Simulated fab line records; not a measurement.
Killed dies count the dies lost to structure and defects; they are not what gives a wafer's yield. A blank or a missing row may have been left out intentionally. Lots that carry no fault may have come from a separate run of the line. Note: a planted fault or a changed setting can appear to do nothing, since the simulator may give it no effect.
Which tool did it? | flow nand-harc | 18 wafers from 6 lots sampled at 4 of the route's 1302 steps

## WHAT THE GAUGES SHOWED, per wafer
NHARC_P_M0_CD_MEAS_09: target cd 90 nm.
lot  | measured     | on        | cd-nm (nm)
L738 | day 6 17:28  | cd-sem-02 | 89.6 89.7 89.7
L742 | day 8 10:40  | cd-sem-03 | 90.1 89.7 90.0
L746 | day 10 04:11 | cd-sem-03 | 90.2 89.5 89.8
L749 | day 11 12:11 | cd-sem-02 | 89.6 89.6 89.6
L754 | day 13 10:05 | cd-sem-02 | 85.3 85.0 85.2
L759 | day 15 18:38 | cd-sem-03 | 90.4 90.1 89.8

## WHICH TOOL RAN EACH LOT (tool, then ch and the chambers of the sampled wafers, then the start)
lot  | NHARC_P_GATE_DEGAS_109       | NHARC_P_GATE_RTA_82              | NHARC_P_M0_PEB_07
L738 | pvd-sputter-03, day 6 10:52  | rtp-anneal-02 ch 0, day 6 11:38  | litho-track-06 ch 0, day 6 17:23
L742 | pvd-sputter-03, day 8 03:55  | rtp-anneal-02 ch 0, day 8 04:40  | litho-track-01 ch 0, day 8 10:35
L746 | pvd-sputter-03, day 9 21:27  | rtp-anneal-01 ch 0, day 9 22:14  | litho-track-01 ch 0, day 10 04:06
L749 | pvd-sputter-02, day 11 05:32 | rtp-anneal-02 ch 0, day 11 06:19 | litho-track-04 ch 0, day 11 12:06
L754 | pvd-sputter-01, day 13 03:22 | rtp-anneal-01 ch 0, day 13 04:08 | litho-track-01 ch 0, day 13 10:00
L759 | pvd-sputter-02, day 15 11:38 | rtp-anneal-02 ch 0, day 15 12:25 | litho-track-01 ch 0, day 15 18:33
- NHARC_P_GATE_DEGAS_109: time 60 s.
- NHARC_P_GATE_RTA_82: time 30 s.
- NHARC_P_M0_PEB_07: peb time 65 s.

## THE ANSWER, worked out from the rows above alone
Rule: usual is defined by the lots themselves. The widest of any qualifying gaps counts: lots, ordered by their means at a reading, are off when they make up no more than a third of the lots, leave a main group of 4 or more, and stand apart from it by 3 or more times the standard deviation of that group's means. Not used: any main group whose means are identical at the precision the tables above print for the reading. A lot without any number at a reading at which 4 lots or more have one is off too. Any other lot the step has rows for is counted as sound.
Off: L754, at NHARC_P_M0_CD_MEAS_09 (cd-nm). The main group: mean 89.8 nm, standard deviation 0.18.
If a tool, at a process step before that reading, ran all the lots that are off and no sound lot after the first of them, it fits. The gauges at NHARC_P_M0_CD_MEAS_09 are tried like those tools. Can't be told from this: 3 tools fit, pvd-sputter-01 at NHARC_P_GATE_DEGAS_109, rtp-anneal-01 at NHARC_P_GATE_RTA_82, cd-sem-02 at NHARC_P_M0_CD_MEAS_09.

## WHAT HAD BEEN PUT IN BY THE SIMULATOR
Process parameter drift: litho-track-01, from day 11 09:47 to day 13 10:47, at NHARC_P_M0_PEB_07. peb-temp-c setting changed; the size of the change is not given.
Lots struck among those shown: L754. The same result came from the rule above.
